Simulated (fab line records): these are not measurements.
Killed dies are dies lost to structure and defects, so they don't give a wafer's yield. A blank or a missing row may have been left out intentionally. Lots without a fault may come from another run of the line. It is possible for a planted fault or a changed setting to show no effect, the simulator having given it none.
fab line records | flow nand-harc
record lots=6 | wafers=18 | last-day=33
route steps=1302 shown P_ZERO_WELL@66 P_STI@69 END@1302
lots with no fault: from the same line, run without faults
start-h: hours from the record's first day to the start of the lot's first wafer shown | wait-h: hours from the lot's prior step to this one | " the same as in the row above | L1.1+2: one row covering several wafers at once | - value missing, or start not given | * or withheld: withheld | < > ~ a bound
route shown NAME@n: names a module that has steps shown in the file, with the first one's number in the route | usual: mean and standard deviation over wafers with no fault | same: alike in all rows | chamber/n: place in a boat | sites: readings site by site | _std_site: how widely they spread, as a standard deviation | _edge_site: the outer-site mean with the inner-site mean subtracted | radius-mm: for every site, how far away it sits from the centre of the wafer | mask NAME#n: copy n | behind: the last tool/chamber to shape the wafer | hold: what put the lot on hold/how long, in hours/how the hold closed | device: whichever transistor did not switch (one of n, p or np) | end of line: the tests these same wafers got at the end of their route | a step without rows: its recipe alone | killed: dies lost to structure and defects at the first sort, not the wafer's yield | map: per-die view of a wafer (x killed, . not killed, _ where there is no die)
set.NAME: the setting as run; set.NAME@STEP: as run at that earlier step | model.NAME: the simulator's own value behind a step, which no gauge read
lots seen at some steps along the route; tables by step, rows by wafer
services: the hour from which a tool's chamber was out of use, counted from the record's first day as start-h (under 0 if before that day), plus the number of hours and why
## steps
# step NHARC_P_ZERO_WELL_SRD_69
# step NHARC_P_ZERO_WELL_RTA_42
# recipe temp-c=1100 | time-s=300
# usual lamp-power-pct=39.3/2.2 | lamp_zone_4_pct=39.3/2.2 | lamp_zone_6_pct=39.2/2.2 | wafer_temp_C_max=1106.0/2.3
lot.wafer | tool          | chamber | start-h | wait-h | lamp-power-pct | lamp_zone_4_pct | lamp_zone_6_pct | wafer_temp_C_max
L945.2    | rtp-anneal-02 | 0       | 37.77   | -      | 40.8           | 40.9            | 40.8            | 1105.5
L945.4    | "             | 0       | "       | "      | 40.8           | 40.8            | 40.8            | 1104.6
L945.5    | "             | 0       | "       | "      | 40.9           | 40.8            | 40.8            | 1104.1
L953.2    | rtp-anneal-02 | 0       | 117.17  | -      | 40.9           | 40.9            | 40.8            | 1105.8
L953.3    | "             | 0       | "       | "      | 40.8           | 40.8            | 40.7            | 1106.7
L953.4    | "             | 0       | "       | "      | 40.9           | 40.9            | 40.8            | 1104.2
L954.1    | rtp-anneal-01 | 0       | 126.73  | -      | 36.2           | 36.2            | 36.1            | 1106.0
L954.4    | "             | 0       | "       | "      | 36.3           | 36.2            | 36.2            | 1109.6
L954.6    | "             | 0       | "       | "      | 36.2           | 36.2            | 36.1            | 1108.3
L963.2    | rtp-anneal-02 | 0       | 217.35  | -      | 40.8           | 40.8            | 40.7            | 1104.3
L963.3    | "             | 0       | "       | "      | 40.8           | 40.8            | 40.8            | 1105.2
L963.4    | "             | 0       | "       | "      | 40.8           | 40.7            | 40.9            | 1104.1
L964.2    | rtp-anneal-02 | 0       | 227.68  | -      | 40.7           | 40.7            | 40.6            | 1104.5
L964.3    | "             | 0       | "       | "      | 40.8           | 40.7            | 40.6            | 1104.0
L964.5    | "             | 0       | "       | "      | 40.7           | 40.7            | 40.7            | 1103.9
L967.3    | rtp-anneal-01 | 0       | 257.28  | -      | 36.2           | 36.2            | 36.1            | 1109.4
L967.5    | "             | 0       | "       | "      | 36.2           | 36.1            | 36.2            | 1110.4
L967.6    | "             | 0       | "       | "      | 36.1           | 36.1            | 36.1            | 1106.8
# step NHARC_P_ZERO_WELL_INSPECT_43
# usual raw-defect-count=14/6.4
lot.wafer | tool              | chamber | start-h | wait-h | raw-defect-count
L945.2    | defect-inspect-01 | -       | 38.89   | 0.9    | 14
L945.4    | "                 | -       | "       | "      | 16
L945.5    | "                 | -       | "       | "      | 18
L953.2    | defect-inspect-02 | -       | 117.75  | 0.5    | 15
L953.3    | "                 | -       | "       | "      | 11
L953.4    | "                 | -       | "       | "      | 22
L954.1    | defect-inspect-01 | -       | 127.42  | 0.6    | 28
L954.4    | "                 | -       | "       | "      | 37
L954.6    | "                 | -       | "       | "      | 22
L963.2    | defect-inspect-02 | -       | 217.92  | 0.5    | 13
L963.3    | "                 | -       | "       | "      | 18
L963.4    | "                 | -       | "       | "      | 15
L964.2    | defect-inspect-01 | -       | 228.24  | 0.5    | 10
L964.3    | "                 | -       | "       | "      | 27
L964.5    | "                 | -       | "       | "      | 29
L967.3    | defect-inspect-01 | -       | 257.74  | 0.4    | 14
L967.5    | "                 | -       | "       | "      | 9
L967.6    | "                 | -       | "       | "      | 9
# step NHARC_P_STI_ETCH_26
# recipe target-depth-a=110 | chemistry=dHF | material=SiO2
# step NHARC_P_STI_PRECLEAN_27
# recipe time-s=* | temp-c=50 | bath-age-min=0 | chemistry=SC1
# step NHARC_P_STI_SRD_28
# step NHARC_P_STI_OXIDE_29
# recipe target-thk-a=100 | temp-c=900 | ox-time-s=1362 | material=SiO2
# step NHARC_P_STI_HM_DEP_30
# recipe target-thk-a=800 | temp-c=790 | pressure-mtorr=300 | time-s=873 | material=Si3N4
# step NHARC_P_STI_DEHYDRATE_01
# recipe temp-c=150 | time-s=120
# step NHARC_P_STI_HMDS_02
# recipe time-s=30
# step NHARC_P_STI_COAT_41
# recipe temp-c=200 | time-s=65
# step NHARC_P_STI_COAT_03
# recipe spin-rpm=2000 | resist-thk-nm=600
# step NHARC_P_STI_SOFTBAKE_04
# recipe temp-c=125 | time-s=70
# usual exhaust-pa=45.0/0.89 | heater-power-total-W=200.7/1.3
lot.wafer | tool           | chamber | start-h | wait-h | exhaust-pa | heater-power-total-W
L945.2    | litho-track-07 | 0       | 55      | -      | 44.9       | 200.5
L945.4    | "              | 0       | "       | "      | 44.9       | 199.7
L945.5    | "              | 0       | "       | "      | 43.9       | 202.5
L953.2    | litho-track-02 | 0       | 133     | -      | 43.9       | 202.6
L953.3    | "              | 0       | "       | "      | 44.2       | 252.3
L953.4    | "              | 0       | "       | "      | 44.9       | 252.5
L954.1    | litho-track-02 | 0       | 143     | -      | 45.2       | 201.9
L954.4    | "              | 0       | "       | "      | 44.5       | 247.3
L954.6    | "              | 0       | "       | "      | 44.4       | 200.8
L963.2    | litho-track-03 | 0       | 238     | -      | 45.9       | 201.0
L963.3    | "              | 0       | "       | "      | 45.1       | 198.8
L963.4    | "              | 0       | "       | "      | 46.6       | 199.4
L964.2    | litho-track-02 | 0       | 246     | -      | 46.3       | 202.6
L964.3    | "              | 0       | "       | "      | 46.2       | 200.0
L964.5    | "              | 0       | "       | "      | 44.7       | 202.6
L967.3    | litho-track-02 | 0       | 275     | -      | 44.1       | 199.0
L967.5    | "              | 0       | "       | "      | 44.4       | 202.4
L967.6    | "              | 0       | "       | "      | 44.5       | 200.1
# step NHARC_P_STI_EBR_05
# step NHARC_P_STI_EXPOSE_06
# recipe na=0.55 | target-cd-nm=200 | dose-mj=37.69 | mask-id=P_STI
# step NHARC_P_STI_PEB_07
# recipe peb-temp-c=128 | peb-time-s=80
# step NHARC_P_STI_DEVELOP_08
# recipe time-s=50 | dev-temp-c=22
# step NHARC_P_STI_CD_MEAS_09
# recipe target-cd-nm=200 | landing-energy-ev=500
# usual cd-nm=199.4/1.9
lot.wafer | tool      | chamber | start-h | wait-h | cd-nm
L945.2    | cd-sem-03 | 0       | 56.09   | -      | 200.6
L945.4    | "         | 0       | "       | "      | 200.9
L945.5    | "         | 0       | "       | "      | 198.7
L953.2    | cd-sem-03 | 0       | 133.97  | -      | 198.0
L953.3    | "         | 0       | "       | "      | 197.1
L953.4    | "         | 0       | "       | "      | 198.2
L954.1    | cd-sem-01 | 0       | 144.28  | -      | 197.6
L954.4    | "         | 0       | "       | "      | 194.0
L954.6    | "         | 0       | "       | "      | 197.4
L963.2    | cd-sem-01 | 0       | 238.56  | -      | 196.9
L963.3    | "         | 0       | "       | "      | 196.4
L963.4    | "         | 0       | "       | "      | 199.2
L964.2    | cd-sem-03 | 0       | 246.42  | -      | 201.8
L964.3    | "         | 0       | "       | "      | 199.1
L964.5    | "         | 0       | "       | "      | 203.2
L967.3    | cd-sem-03 | 0       | 275.66  | -      | 201.1
L967.5    | "         | 0       | "       | "      | 196.9
L967.6    | "         | 0       | "       | "      | 199.3
# step NHARC_P_STI_OVL_MEAS_10
# usual overlay-x-nm=-1/8.8 | overlay-y-nm=2/5.9
lot.wafer | tool       | chamber | start-h | wait-h | overlay-x-nm | overlay-y-nm
L945.2    | overlay-01 | -       | 56.18   | -      | 15           | 6
L945.4    | "          | -       | "       | "      | 15           | 5
L945.5    | "          | -       | "       | "      | 15           | 6
L953.2    | overlay-01 | -       | 134.06  | -      | 4            | 3
L953.3    | "          | -       | "       | "      | 4            | 3
L953.4    | "          | -       | "       | "      | 4            | 3
L954.1    | overlay-02 | -       | 144.37  | -      | -9           | 5
L954.4    | "          | -       | "       | "      | -9           | 6
L954.6    | "          | -       | "       | "      | -9           | 6
L963.2    | overlay-02 | -       | 238.64  | -      | -6           | 3
L963.3    | "          | -       | "       | "      | -5           | 3
L963.4    | "          | -       | "       | "      | -6           | 3
L964.2    | overlay-01 | -       | 246.50  | -      | 5            | 5
L964.3    | "          | -       | "       | "      | 5            | 4
L964.5    | "          | -       | "       | "      | 5            | 5
L967.3    | overlay-01 | -       | 275.75  | -      | 12           | 5
L967.5    | "          | -       | "       | "      | 13           | 5
L967.6    | "          | -       | "       | "      | 13           | 5
# step NHARC_P_STI_INSPECT_11
# usual raw-defect-count=5.7/2.9
lot.wafer | tool              | chamber | start-h | wait-h | raw-defect-count
L945.2    | defect-inspect-01 | -       | 56.21   | 0.0    | 6
L945.4    | "                 | -       | "       | "      | 7
L945.5    | "                 | -       | "       | "      | 10
L953.2    | defect-inspect-01 | -       | 134.09  | 0.0    | 0
L953.3    | "                 | -       | "       | "      | 9
L953.4    | "                 | -       | "       | "      | 4
L954.1    | defect-inspect-01 | -       | 144.40  | 0.0    | 4
L954.4    | "                 | -       | "       | "      | 5
L954.6    | "                 | -       | "       | "      | 2
L963.2    | defect-inspect-01 | -       | 238.68  | 0.0    | 8
L963.3    | "                 | -       | "       | "      | 9
L963.4    | "                 | -       | "       | "      | 5
L964.2    | defect-inspect-01 | -       | 246.54  | 0.0    | 6
L964.3    | "                 | -       | "       | "      | 4
L964.5    | "                 | -       | "       | "      | 2
L967.3    | defect-inspect-02 | -       | 275.78  | 0.0    | 6
L967.5    | "                 | -       | "       | "      | 6
L967.6    | "                 | -       | "       | "      | 1
# step NHARC_P_STI_HARDBAKE_13
# recipe temp-c=118 | time-s=65
# step NHARC_P_STI_DESCUM_14
# recipe time-s=3 | o2-flow-sccm=200 | ar-flow-sccm=0 | bias-power-w=0 | chemistry=O2
# usual drypump-motor-current-A=5.7/0.48 | mfc-ar-sccm=0.004/0.008 | o2-flow-sccm=200.1/0.55 | oes-product-au=1.001/0.0071 | rf-vpp-V=57.9/0.89 | showerhead-plenum-p-Torr=1.90/0.078 | throttle-valve-pct=11.310/0.0098
lot.wafer | tool        | chamber | start-h | wait-h | drypump-motor-current-A | mfc-ar-sccm | o2-flow-sccm | oes-product-au | rf-hours-counter-h | rf-vpp-V | showerhead-plenum-p-Torr | throttle-valve-pct | model.P_STI.cd-nm
L945.4    | rie-diel-13 | 1       | 56.36   | -      | 5.2                     | 0           | 199.5        | 0.997          | 4                  | 56.1     | 1.93                     | 11.319             | 200.5
L945.2    | "           | 2       | "       | "      | 5.7                     | 0.025       | 198.7        | 1.008          | 5                  | 57.7     | 1.87                     | 11.296             | 200.7
L945.5    | "           | 0       | "       | "      | 6.5                     | 0           | 199.8        | 1.002          | -                  | 57.2     | 1.83                     | 11.315             | 198.3
L953.2    | rie-diel-13 | 2       | 134.24  | -      | 5.7                     | 0.025       | 199.7        | 1.007          | 10                 | 58.6     | 1.86                     | 11.311             | 198.6
L953.3    | "           | 3       | "       | "      | 5.0                     | 0           | 200.9        | 1.007          | 10                 | 57.8     | 1.81                     | 11.311             | 197.2
L953.4    | "           | 3       | "       | "      | 4.9                     | 0           | 200.8        | 1.005          | -                  | 56.8     | 1.81                     | 11.293             | 198.4
L954.4    | rie-diel-13 | 0       | 144.54  | -      | 6.5                     | 0           | 201.0        | 0.998          | 10                 | 57.0     | 1.83                     | 11.324             | 193.5
L954.1    | "           | 1       | "       | "      | 5.2                     | 0           | 201.1        | 1.008          | 9                  | 57.6     | 1.93                     | 11.317             | 198.2
L954.6    | "           | 1       | "       | "      | 5.2                     | 0           | 200.5        | 1.009          | -                  | 59.0     | 1.93                     | 11.296             | 197.7
L963.3    | rie-diel-02 | 2       | 238.81  | -      | 5.6                     | 0           | 200.0        | 0.995          | 0                  | 58.4     | 2.06                     | 11.325             | 196.3
L963.2    | "           | 3       | "       | "      | 5.3                     | 0.007       | 200.5        | 1.008          | 0                  | 58.0     | 1.91                     | 11.320             | 196.6
L963.4    | "           | 1       | "       | "      | 5.4                     | 0           | 200.7        | 1.003          | 0                  | 57.9     | 2.00                     | 11.317             | 199.1
L964.2    | rie-diel-13 | 3       | 246.68  | -      | 5.0                     | 0           | 200.4        | 1.010          | 4                  | 57.1     | 1.81                     | 11.319             | 202.1
L964.3    | "           | 0       | "       | "      | 6.5                     | 0           | 199.9        | 1.000          | 4                  | 57.5     | 1.83                     | 11.327             | 199.1
L964.5    | "           | 3       | "       | "      | 4.9                     | 0           | 200.6        | 1.003          | -                  | 58.9     | 1.81                     | 11.310             | 203.2
L967.3    | rie-diel-02 | 0       | 275.92  | -      | 6.1                     | 0.019       | 200.1        | 0.995          | 2                  | 57.6     | 1.83                     | 11.329             | 200.8
L967.6    | "           | 0       | "       | "      | 6.1                     | 0.019       | 201.0        | 0.998          | -                  | 57.6     | 1.83                     | 11.319             | 198.9
L967.5    | "           | 1       | "       | "      | 5.4                     | 0           | 201.6        | 1.000          | -                  | 58.8     | 2.00                     | 11.307             | 197.2
# step NHARC_P_STI_ETCH_42
# recipe target-depth-a=800 | overetch-a=240 | time-s=61 | ion-energy-ev=200 | n2-flow-sccm=150 | h2-flow-sccm=150 | ar-flow-sccm=0 | rf-w=400 | bias-w=150 | chemistry=N2/H2
# usual drypump-motor-current-A=5.7/0.48 | mfc-ar-sccm=0.004/0.008 | oes-product-au=1.001/0.0077 | rf-vpp-V=430.1/2.5 | showerhead-plenum-p-Torr=2.03/0.085 | throttle-valve-pct=14.171/0.0092
lot.wafer | tool        | chamber | start-h | wait-h | drypump-motor-current-A | mfc-ar-sccm | oes-product-au | rf-hours-counter-h | rf-vpp-V | showerhead-plenum-p-Torr | throttle-valve-pct
L945.2    | rie-diel-13 | 3       | 56.43   | 0.1    | 4.9                     | 0           | 0.996          | 5                  | 426.2    | 1.93                     | 14.182
L945.4    | "           | 2       | "       | "      | 5.7                     | 0.025       | 0.996          | 5                  | 428.1    | 1.99                     | 14.174
L945.5    | "           | 0       | "       | "      | 6.5                     | 0           | 0.988          | -                  | 427.9    | 1.95                     | 14.172
L953.2    | rie-diel-13 | 3       | 134.33  | 0.1    | 4.9                     | 0           | 1.005          | 10                 | 428.0    | 1.93                     | 14.158
L953.3    | "           | 0       | "       | "      | 6.5                     | 0           | 0.995          | 9                  | 428.3    | 1.95                     | 14.147
L953.4    | "           | 3       | "       | "      | 4.9                     | 0           | 1.002          | -                  | 424.8    | 1.93                     | 14.176
L954.4    | rie-diel-13 | 0       | 144.63  | 0.1    | 6.5                     | 0           | 1.001          | 10                 | 427.3    | 1.95                     | 14.170
L954.1    | "           | 1       | "       | "      | 5.2                     | 0           | 0.994          | 9                  | 431.4    | 2.06                     | 14.166
L954.6    | "           | 3       | "       | "      | 4.9                     | 0           | 1.004          | -                  | 426.9    | 1.93                     | 14.172
L963.3    | rie-diel-02 | 3       | 238.91  | 0.1    | 5.3                     | 0.007       | 0.995          | 0                  | 430.5    | 2.04                     | 14.169
L963.2    | "           | 0       | "       | "      | 6.1                     | 0.019       | 0.986          | 0                  | 429.7    | 1.95                     | 14.152
L963.4    | "           | 1       | "       | "      | 5.4                     | 0           | 0.998          | 0                  | 432.9    | 2.13                     | 14.180
L964.2    | rie-diel-13 | 1       | 246.76  | 0.1    | 5.2                     | 0           | 1.003          | 4                  | 430.6    | 2.05                     | 14.180
L964.3    | "           | 2       | "       | "      | 5.6                     | 0.025       | 1.021          | 3                  | 428.6    | 1.98                     | 14.166
L964.5    | "           | 0       | "       | "      | 6.5                     | 0           | 0.997          | -                  | 427.7    | 1.95                     | 14.172
L967.3    | rie-diel-02 | 1       | 276.00  | 0.1    | 5.4                     | 0           | 1.002          | 1                  | 433.2    | 2.13                     | 14.176
L967.6    | "           | 1       | "       | "      | 5.4                     | 0           | 1.009          | -                  | 432.2    | 2.13                     | 14.160
L967.5    | "           | 2       | "       | "      | 5.6                     | 0           | 0.985          | -                  | 433.3    | 2.20                     | 14.176
# step NHARC_P_STI_ETCH_31
# recipe target-depth-a=1089 | time-s=54.5 | cf4-flow-sccm=100 | chf3-flow-sccm=30 | ar-flow-sccm=0 | rf-w=500 | bias-w=200 | chemistry=CF4/CHF3
# usual drypump-motor-current-A=5.7/0.49 | mfc-ar-sccm=0.005/0.0082 | oes-product-au=0.960/0.018 | rf-vpp-V=370.4/2.3 | showerhead-plenum-p-Torr=1.57/0.06 | throttle-valve-pct=16.802/0.0089
lot.wafer | tool        | chamber | start-h | wait-h | drypump-motor-current-A | mfc-ar-sccm | oes-product-au | rf-hours-counter-h | rf-vpp-V | showerhead-plenum-p-Torr | throttle-valve-pct
L945.4    | rie-diel-13 | 3       | -       | -      | 4.9                     | 0           | 0.983          | 5                  | 368.6    | 1.49                     | 16.802
L945.2    | "           | 2       | "       | "      | 5.6                     | 0.025       | 0.977          | 5                  | 368.5    | 1.54                     | 16.790
L945.5    | "           | 0       | "       | "      | 6.5                     | 0           | 0.957          | -                  | 368.8    | 1.51                     | 16.818
L953.3    | rie-diel-13 | 3       | -       | -      | 5.0                     | 0           | 0.958          | 10                 | 367.0    | 1.49                     | 16.806
L953.2    | "           | 0       | "       | "      | 6.5                     | 0           | 0.957          | 9                  | 368.5    | 1.51                     | 16.816
L953.4    | "           | 2       | "       | "      | 5.6                     | 0.025       | 0.963          | -                  | 369.6    | 1.53                     | 16.799
L954.1    | rie-diel-13 | 3       | -       | -      | 4.9                     | 0           | 0.936          | 11                 | 368.1    | 1.49                     | 16.803
L954.4    | "           | 0       | "       | "      | 6.5                     | 0           | 0.925          | 10                 | 369.4    | 1.51                     | 16.812
L954.6    | "           | 2       | "       | "      | 5.7                     | 0.025       | 0.931          | -                  | 368.9    | 1.53                     | 16.795
L963.2    | rie-diel-02 | 3       | -       | -      | 5.2                     | 0.007       | 0.957          | 0                  | 369.7    | 1.57                     | 16.793
L963.4    | "           | 0       | "       | "      | 6.1                     | 0.019       | 0.957          | 0                  | 368.4    | 1.51                     | 16.810
L963.3    | "           | 2       | "       | "      | 5.6                     | 0           | 0.955          | 0                  | 373.8    | 1.69                     | 16.805
L964.3    | rie-diel-13 | 0       | -       | -      | 6.5                     | 0           | 0.977          | 5                  | 368.4    | 1.51                     | 16.788
L964.2    | "           | 2       | "       | "      | 5.7                     | 0.025       | 0.962          | 3                  | 369.6    | 1.53                     | 16.808
L964.5    | "           | 3       | "       | "      | 4.9                     | 0           | 0.966          | -                  | 368.3    | 1.49                     | 16.813
L967.3    | rie-diel-02 | 1       | -       | -      | 5.4                     | 0           | 0.920          | 1                  | 374.4    | 1.64                     | 16.805
L967.6    | "           | 1       | "       | "      | 5.4                     | 0           | 0.924          | -                  | 373.1    | 1.64                     | 16.808
L967.5    | "           | 2       | "       | "      | 5.6                     | 0           | 0.941          | -                  | 374.6    | 1.69                     | 16.790
# step NHARC_P_STI_ETCH_15
# recipe target-depth-a=3000 | taper-deg=4 | time-s=100.1 | hbr-flow-sccm=150 | cl2-flow-sccm=50 | rf-w=400 | icp-w=400 | bias-w=100 | chemistry=HBr/Cl2
# usual drypump-motor-current-A=5.7/0.5 | hbr-flow-sccm=150.0/0.46 | oes-product-au=1.000/0.0081 | throttle-valve-pct=26.405/0.0094
lot.wafer | tool      | chamber | start-h | wait-h | drypump-motor-current-A | hbr-flow-sccm | oes-product-au | rf-hours-counter-h | throttle-valve-pct | model.P_STI.cd-nm
L945.4    | rie-si-05 | 1       | 56.62   | -      | 6.5                     | 149.3         | 0.994          | 0.7                | 26.397             | 199.8
L945.2    | "         | 0       | "       | "      | 6.2                     | 150.5         | 0.988          | 0.5                | 26.411             | 199.6
L945.5    | "         | 2       | "       | "      | 6.2                     | 150.2         | 0.997          | -                  | 26.424             | 197.7
L953.4    | rie-si-04 | 1       | 134.54  | -      | 5.7                     | 149.9         | 0.990          | 0.9                | 26.408             | 197.2
L953.3    | "         | 2       | "       | "      | 4.8                     | 151.5         | 1.008          | 1.0                | 26.400             | 196.9
L953.2    | "         | 3       | "       | "      | 5.8                     | 150.6         | 0.986          | 1.0                | 26.390             | 198.4
L954.1    | rie-si-04 | 1       | 144.83  | -      | 5.7                     | 149.8         | 0.994          | 1.0                | 26.399             | 195.6
L954.4    | "         | 3       | "       | "      | 5.8                     | 149.9         | 0.994          | 1.1                | 26.406             | 193
L954.6    | "         | 1       | "       | "      | 5.7                     | 150.3         | 0.993          | -                  | 26.396             | 195.9
L963.4    | rie-si-04 | 3       | 239.09  | -      | 5.8                     | 149.7         | 1.001          | 0.3                | 26.410             | 199.7
L963.3    | "         | 1       | "       | "      | 5.7                     | 150.5         | 0.993          | 0.5                | 26.405             | 196.5
L963.2    | "         | 2       | "       | "      | 4.8                     | 150.7         | 1.002          | 0.5                | 26.407             | 196.6
L964.2    | rie-si-02 | 3       | 246.98  | -      | 6.3                     | 150.1         | 1.011          | 1.0                | 26.409             | 201.4
L964.3    | "         | 0       | "       | "      | 6.0                     | 150.2         | 0.994          | -                  | 26.404             | 199.7
L964.5    | "         | 3       | "       | "      | 6.3                     | 149.4         | 1.003          | -                  | 26.402             | 203.3
L967.3    | rie-si-02 | 0       | 276.19  | -      | 6.0                     | 149.6         | 1.006          | 1.1                | 26.415             | 199.9
L967.5    | "         | 0       | "       | "      | 6.0                     | 149.9         | 1.005          | -                  | 26.391             | 196.6
L967.6    | "         | 1       | "       | "      | 5.6                     | 149.5         | 1.013          | -                  | 26.403             | 198.9
# step NHARC_P_STI_CD_MEAS_16
# usual cd-nm=198.8/2
lot.wafer | tool      | chamber | start-h | wait-h | cd-nm
L945.2    | cd-sem-02 | -       | 56.79   | -      | 199.8
L945.4    | "         | -       | "       | "      | 199.8
L945.5    | "         | -       | "       | "      | 197.9
L953.2    | cd-sem-01 | -       | 134.71  | -      | 198.3
L953.3    | "         | -       | "       | "      | 196.8
L953.4    | "         | -       | "       | "      | 197.3
L954.1    | cd-sem-02 | -       | 144.97  | -      | 195.6
L954.4    | "         | -       | "       | "      | 193.1
L954.6    | "         | -       | "       | "      | 195.9
L963.2    | cd-sem-02 | -       | 239.26  | -      | 196.3
L963.3    | "         | -       | "       | "      | 196.5
L963.4    | "         | -       | "       | "      | 199.4
L964.2    | cd-sem-03 | -       | 247.20  | -      | 201.2
L964.3    | "         | -       | "       | "      | 199.8
L964.5    | "         | -       | "       | "      | 203.6
L967.3    | cd-sem-03 | -       | 276.36  | -      | 199.7
L967.5    | "         | -       | "       | "      | 196.5
L967.6    | "         | -       | "       | "      | 198.9
# step NHARC_END_SORT_01
# recipe temp-c=25
# usual killed-at-array=46/15 | killed-at-other=0.8/1.1 | killed-at-periphery=4.0/2.9 | killed-dies=50/15 | killed-open=3.2/1.8 | killed-short=2.3/1.6
# same gross-dies=677
lot.wafer | tool      | chamber | start-h | wait-h | killed-at-array | killed-at-other | killed-at-periphery | killed-dies | killed-open | killed-short
L964.2    | prober-02 | 0       | 773.52  | 2.8    | 57              | 1               | 1                   | 59          | 2           | 4
L964.3    | prober-02 | 0       | 774.32  | 3.1    | 67              | 0               | 4                   | 71          | 3           | 2
L964.5    | prober-02 | 0       | 775.93  | 3.7    | 42              | 0               | 7                   | 49          | 6           | 4
# killed by level:class
L964.2 A_SLIT:chamber-film-flake=22 A_CHANNEL_HOLE_D2:chamber-film-flake=19 A_WL_FILL:chamber-film-flake=3 A_CHANNEL_HOLE_D2:geometric-particle:short=2 A_CHANNEL_HOLE_D1:unspecified=2 A_STAIRCASE:chamber-film-flake=2 A_CONTACT:chamber-film-flake=2 P_M0:geometric-particle:open=1
L964.3 A_SLIT:chamber-film-flake=28 A_CHANNEL_HOLE_D2:chamber-film-flake=24 A_CONTACT:chamber-film-flake=3 A_WL_FILL:geometric-particle:open=2 A_CHANNEL_HOLE_D1:unspecified=2 A_CHANNEL_FILL_D1:chamber-film-flake=2 A_STAIRCASE:chamber-film-flake=2 P_M0:geometric-particle:open=1
L964.5 A_SLIT:chamber-film-flake=12 A_CHANNEL_HOLE_D2:chamber-film-flake=11 P_GATE:chamber-film-flake=4 A_CONTACT:chamber-film-flake=3 A_DECK1_JOINT:geometric-particle:short=2 A_CONTACT:geometric-particle:open=2 P_M2:chamber-film-flake=2 A_STAIRCASE:chamber-film-flake=2
## services
tool           | chamber | start-h | hours | kind
rie-diel-13    | 0       | 13.84   | 3.8   | repair
rie-diel-02    | 3       | 16.58   | 3.2   | repair
rie-diel-13    | 1       | 31.99   | 11.4  | repair
rie-si-02      | 3       | 34.13   | 6.3   | repair
rie-diel-02    | -       | 39.70   | 9.0   | pm
litho-track-02 | -       | 52.00   | 7.0   | pm
rie-diel-02    | 2       | 58.53   | 6.3   | repair
rie-diel-02    | -       | 83.21   | 1.7   | repair
rie-si-04      | 3       | 88.78   | 5.7   | repair
rie-si-02      | -       | 100.00  | 9.0   | pm
rie-si-02      | 1       | 112.61  | 12.6  | repair
rie-diel-13    | 1       | 132.66  | 11.3  | repair
rie-diel-02    | 3       | 158.34  | 2.5   | repair
rie-diel-13    | -       | 165.00  | 9.0   | pm
rie-si-04      | -       | 165.00  | 9.0   | pm
rie-si-02      | 2       | 183.32  | 11.2  | repair
rie-si-04      | 3       | 189.57  | 3.6   | repair
rie-si-04      | 2       | 213.14  | 1.0   | repair
rie-diel-02    | -       | 216.70  | 9.0   | pm
rie-diel-13    | 2       | 222.04  | 20.7  | repair
rie-si-02      | 0       | 223.65  | 6.8   | repair
litho-track-02 | -       | 227.00  | 7.0   | pm
rie-diel-13    | 3       | 247.59  | 6.3   | repair
rie-diel-02    | 1       | 257.31  | 18.0  | repair
## key
first-sign step=NHARC_P_STI_SOFTBAKE_04 | reading=heater-power-total-W | direction=up | sigmas=38 | usual=* | struck=*
effect none on later readings
model-effect step=NHARC_P_STI_DESCUM_14 | value=P_STI.cd-nm | without=199.4 | struck=196.4
model-effect step=NHARC_P_STI_ETCH_15 | value=P_STI.cd-nm | without=198.7 | struck=195.7
met-at NHARC_P_STI_SOFTBAKE_04
struck-wafers L953.3,L953.4,L954.4
tester-left-out L953,L954
fault kind=process-parameter-drift | tool=litho-track-02 | chamber=- | onset-h=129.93 | steps=NHARC_P_STI_SOFTBAKE_04 | channel=time-s | offset=* | shape=step | end-h=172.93 | scope=struck-wafers-only | acts-in=* | stated=*
# tester-left-out: of these lots the tester's yield and bins aren't shown, on N5 and GAA mostly nor the transistor test; their killed dies are dies lost to structure and defects alone, not to doping, threshold or leakage, so they don't give the yield
